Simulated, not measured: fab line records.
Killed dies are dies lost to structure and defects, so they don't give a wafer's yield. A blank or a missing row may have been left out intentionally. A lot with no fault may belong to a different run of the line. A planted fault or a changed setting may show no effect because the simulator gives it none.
Matching of chambers :: flow n5Finfet :: N5_BEOL_M5_ETCH_61 on rieDiel-03: 4 sister chambers
The step etches SiARC in CF4, target depth 15.6 nm, time 26 s. 22 wafers are shown with their chamber, then 11 later ones without.

== EACH WAFER AND ITS CHAMBER ==
wafer: L074.1
chamber: 3
showerheadPlenumPTorr (Torr): 2.18
oesProductAu (a.u.): 0.77
drypumpMotorCurrentA (A): 6.2

wafer: L074.3
chamber: 2
showerheadPlenumPTorr (Torr): 2.15
oesProductAu (a.u.): 0.64
drypumpMotorCurrentA (A): 5.5

wafer: L074.6
chamber: 2
showerheadPlenumPTorr (Torr): 2.15
oesProductAu (a.u.): 0.64
drypumpMotorCurrentA (A): 5.4

wafer: L080.1
chamber: 1
showerheadPlenumPTorr (Torr): 2.23
oesProductAu (a.u.): 0.62
drypumpMotorCurrentA (A): 6.2

wafer: L080.4
chamber: 3
showerheadPlenumPTorr (Torr): 2.17
oesProductAu (a.u.): 0.76
drypumpMotorCurrentA (A): 6.3

wafer: L080.6
chamber: 2
showerheadPlenumPTorr (Torr): 2.14
oesProductAu (a.u.): 0.64
drypumpMotorCurrentA (A): 5.4

wafer: L081.4
chamber: 2
showerheadPlenumPTorr (Torr): 2.14
oesProductAu (a.u.): 0.63
drypumpMotorCurrentA (A): 5.4

wafer: L081.5
chamber: 0
showerheadPlenumPTorr (Torr): 2.07
oesProductAu (a.u.): 0.66
drypumpMotorCurrentA (A): 6.2

wafer: L081.6
chamber: 1
showerheadPlenumPTorr (Torr): 2.23
oesProductAu (a.u.): 0.62
drypumpMotorCurrentA (A): 6.1

wafer: L082.2
chamber: 3
showerheadPlenumPTorr (Torr): 2.17
oesProductAu (a.u.): 0.75
drypumpMotorCurrentA (A): 6.2

wafer: L082.3
chamber: 1
showerheadPlenumPTorr (Torr): 2.23
oesProductAu (a.u.): 0.63
drypumpMotorCurrentA (A): 6.2

wafer: L082.6
chamber: 2
showerheadPlenumPTorr (Torr): 2.14
oesProductAu (a.u.): 0.63
drypumpMotorCurrentA (A): 5.4

wafer: L083.1
chamber: 0
showerheadPlenumPTorr (Torr): 2.07
oesProductAu (a.u.): 0.67
drypumpMotorCurrentA (A): 6.1

wafer: L083.2
chamber: 1
showerheadPlenumPTorr (Torr): 2.23
oesProductAu (a.u.): 0.63
drypumpMotorCurrentA (A): 6.2

wafer: L083.4
chamber: 2
showerheadPlenumPTorr (Torr): 2.14
oesProductAu (a.u.): 0.63
drypumpMotorCurrentA (A): 5.5

wafer: L084.1
chamber: 0
showerheadPlenumPTorr (Torr): 2.07
oesProductAu (a.u.): 0.66
drypumpMotorCurrentA (A): 6.2

wafer: L084.2
chamber: 3
showerheadPlenumPTorr (Torr): 2.17
oesProductAu (a.u.): 0.75
drypumpMotorCurrentA (A): 6.2

wafer: L084.3
chamber: 2
showerheadPlenumPTorr (Torr): 2.14
oesProductAu (a.u.): 0.63
drypumpMotorCurrentA (A): 5.4

wafer: L089.3
chamber: 1
showerheadPlenumPTorr (Torr): 2.22
oesProductAu (a.u.): 0.63
drypumpMotorCurrentA (A): 6.2

wafer: L089.5
chamber: 0
showerheadPlenumPTorr (Torr): 2.06
oesProductAu (a.u.): 0.66
drypumpMotorCurrentA (A): 6.2

wafer: L089.6
chamber: 3
showerheadPlenumPTorr (Torr): 2.17
oesProductAu (a.u.): 0.74
drypumpMotorCurrentA (A): 6.2

wafer: L092.1
chamber: 3
showerheadPlenumPTorr (Torr): 2.16
oesProductAu (a.u.): 0.74
drypumpMotorCurrentA (A): 6.2

SIGNATURES, as means of the wafers listed above
reading: showerheadPlenumPTorr
chamber 0: 2.0675
chamber 1: 2.2280
chamber 2: 2.1429
chamber 3: 2.1700
scatter within a chamber: 0.00526

reading: oesProductAu
chamber 0: 0.6625
chamber 1: 0.6260
chamber 2: 0.6343
chamber 3: 0.7517
scatter within a chamber: 0.00764

reading: drypumpMotorCurrentA
chamber 0: 6.175
chamber 1: 6.180
chamber 2: 5.429
chamber 3: 6.217
scatter within a chamber: 0.046
Rule: a wafer lies at a distance from a chamber equal to the root of the sum of squares, over the readings, of (its reading less the chamber's mean, divided by the reading's scatter). If the next closest chamber is less than 2 further off than the closest, the wafer can't be placed; otherwise it belongs to the closest. The scatter: take each reading less its chamber's mean, square it, sum over the shown wafers, divide by the number of wafers less the number of chambers, and take the root.

== WAFERS WHOSE CHAMBER IS MISSING ==
wafer: L092.4
showerheadPlenumPTorr (Torr): 2.22
oesProductAu (a.u.): 0.61
drypumpMotorCurrentA (A): 6.2

wafer: L092.6
showerheadPlenumPTorr (Torr): 2.16
oesProductAu (a.u.): 0.72
drypumpMotorCurrentA (A): 6.2

wafer: L093.3
showerheadPlenumPTorr (Torr): 2.06
oesProductAu (a.u.): 0.63
drypumpMotorCurrentA (A): 6.2

wafer: L093.4
showerheadPlenumPTorr (Torr): 2.16
oesProductAu (a.u.): 0.71
drypumpMotorCurrentA (A): 6.2

wafer: L093.6
showerheadPlenumPTorr (Torr): 2.06
oesProductAu (a.u.): 0.63
drypumpMotorCurrentA (A): 6.2

wafer: L095.1
showerheadPlenumPTorr (Torr): 2.06
oesProductAu (a.u.): 0.64
drypumpMotorCurrentA (A): 6.2

wafer: L095.2
showerheadPlenumPTorr (Torr): 2.16
oesProductAu (a.u.): 0.70
drypumpMotorCurrentA (A): 6.2

wafer: L095.4
showerheadPlenumPTorr (Torr): 2.22
oesProductAu (a.u.): 0.61
drypumpMotorCurrentA (A): 6.1

wafer: L094.1
showerheadPlenumPTorr (Torr): 2.22
oesProductAu (a.u.): 0.60
drypumpMotorCurrentA (A): 6.1

wafer: L094.2
showerheadPlenumPTorr (Torr): 2.14
oesProductAu (a.u.): 0.61
drypumpMotorCurrentA (A): 5.5

wafer: L094.6
showerheadPlenumPTorr (Torr): 2.22
oesProductAu (a.u.): 0.60
drypumpMotorCurrentA (A): 6.1

== EACH ONE'S CHAMBER ==
wafer: L092.4
from the rows above: 1
in truth: 1

wafer: L092.6
from the rows above: 3
in truth: 3

wafer: L093.3
from the rows above: 0
in truth: 0

wafer: L093.4
from the rows above: 3
in truth: 3

wafer: L093.6
from the rows above: 0
in truth: 0

wafer: L095.1
from the rows above: 0
in truth: 0

wafer: L095.2
from the rows above: 3
in truth: 3

wafer: L095.4
from the rows above: 1
in truth: 1

wafer: L094.1
from the rows above: 1
in truth: 1

wafer: L094.2
from the rows above: 2
in truth: 2

wafer: L094.6
from the rows above: 1
in truth: 1
Placed correctly: 11 of 11. Can't be placed from these rows: 0. Placed wrongly: 0.
